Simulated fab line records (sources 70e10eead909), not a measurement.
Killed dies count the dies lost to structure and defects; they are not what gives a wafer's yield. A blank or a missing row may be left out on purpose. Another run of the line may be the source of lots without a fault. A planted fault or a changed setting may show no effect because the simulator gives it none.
Problem report, 8D (eight disciplines) form, completed by code    flow nand_harc    the parts of the form that need people (team, actions taken, sign-off) are left out

## 1. WHAT IS WRONG
raw_defect_count at NHARC_P_M2_INSPECT_11 reads a mean of 686.0 on 1 wafer of 1 lot; wafers without a fault read 4.4 with a standard deviation of 2.7. That is +99 or more standard deviations from the usual mean.
First observed at day 12 12:54: wafer L904.3, on defect_inspect-02. Wafers with a number at this step in the record: 36, from 12 lots. The rule behind "out" and "out of limits": a value lying over 4 standard deviations away from the usual mean. The other wafers with a number count as sound.

## 2. WHAT IT IS, AND WHAT IT ISN'T
question                     is                 is not
which readings at this step  raw_defect_count   -
which lots                   L904               L890, L892, L895, L897, L898, L899, L900, L902, L903, L905, L907
which wafers of those lots   L904.3             L904.1, L904.2
read on which gauges         defect_inspect-02  defect_inspect-01
when                         from day 12 12:54  up to then (32 sound wafers); but 3 sound wafers of L907 came after

## 3. SUSPECTS, AND WHAT RULES EACH OUT
Counting: a tool at a process step up to the reading stays a suspect if it ran every lot that is out. Sound lots after the first of them don't rule it out here, since some wafers of a struck lot are sound.
- the gauge at NHARC_P_M2_INSPECT_11 has been ruled out. All the wafers that are out were read on defect_inspect-02, but those of them that NHARC_END_SORT_01 has rows for are out there too, on other tools.
- pecvd-01 at NHARC_P_M1_PRE_CLEAN_32 (time 12 s): kept. It processed L904, the lot that is out, at day 12 11:28, and its most recent sound lot before then was L905 at day 12 10:43.
- pecvd-02 at NHARC_P_M2_DEP_00 (deposits SiOC, target thk 182.5 nm): kept. It processed L904, the lot that is out, at day 12 11:57, and its most recent sound lot before then was L905 at day 12 11:13.
- pecvd-01, NHARC_P_M1_PRE_CLEAN_32: wafers that are out in chamber 1, sound lot-mates in chambers 0, 2.
Left after counting: pecvd-01 at NHARC_P_M1_PRE_CLEAN_32, pecvd-02 at NHARC_P_M2_DEP_00.

## 4. THE CAUSE (what the simulator had put in)
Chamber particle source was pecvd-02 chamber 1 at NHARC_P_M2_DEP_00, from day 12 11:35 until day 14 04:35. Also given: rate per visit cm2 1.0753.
Counting leaves 2 suspects; this tool is one of them.

## 5. THE CHAIN OF EFFECTS, in route order
One row per reading whose mean, taken over the struck wafers that have a number, lies over 3 standard deviations from the usual. Only readings whose record carries a usual standard deviation are examined. hours: median over the lots of the time between each lot's start at the first step of this table that gives one and its start at this step. sigmas: the change, counted in usual standard deviations.
hours  step                   reading               usual   on struck wafers  change  sigmas
0      NHARC_P_M2_INSPECT_11  raw_defect_count      4.4     686.0             +681.6  +99 or more
425    NHARC_END_SORT_01      defect_limited_yield  91.3 %  77.8              -13.5   -4.8
425    NHARC_END_SORT_01      killed_at_periphery   3.7     97.0              +93.3   +37
425    NHARC_END_SORT_01      killed_dies           59      150               +91     +4.8
425    NHARC_END_SORT_01      sort_bin_2_pct        3.1 %   9.2               +6.1    +5.1
425    NHARC_END_SORT_01      sort_bin_3_pct        0.6 %   4.4               +3.8    +11
425    NHARC_END_SORT_01      sort_n_pass           618     527               -91     -4.8
425    NHARC_END_SORT_01      sort_yield_pct        91.3 %  77.8              -13.5   -4.8

## 6. HOW IT WOULD HAVE BEEN CAUGHT EARLIER
In this record the first reading out of limits at a measuring or inspecting step was taken at day 12 12:54, 1 hour after the fault began at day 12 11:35.
By day 12 12:54, every lot that is out (1) had started NHARC_P_M2_DEP_00 on pecvd-02. None of them would have been spared by holding the tool at that moment.
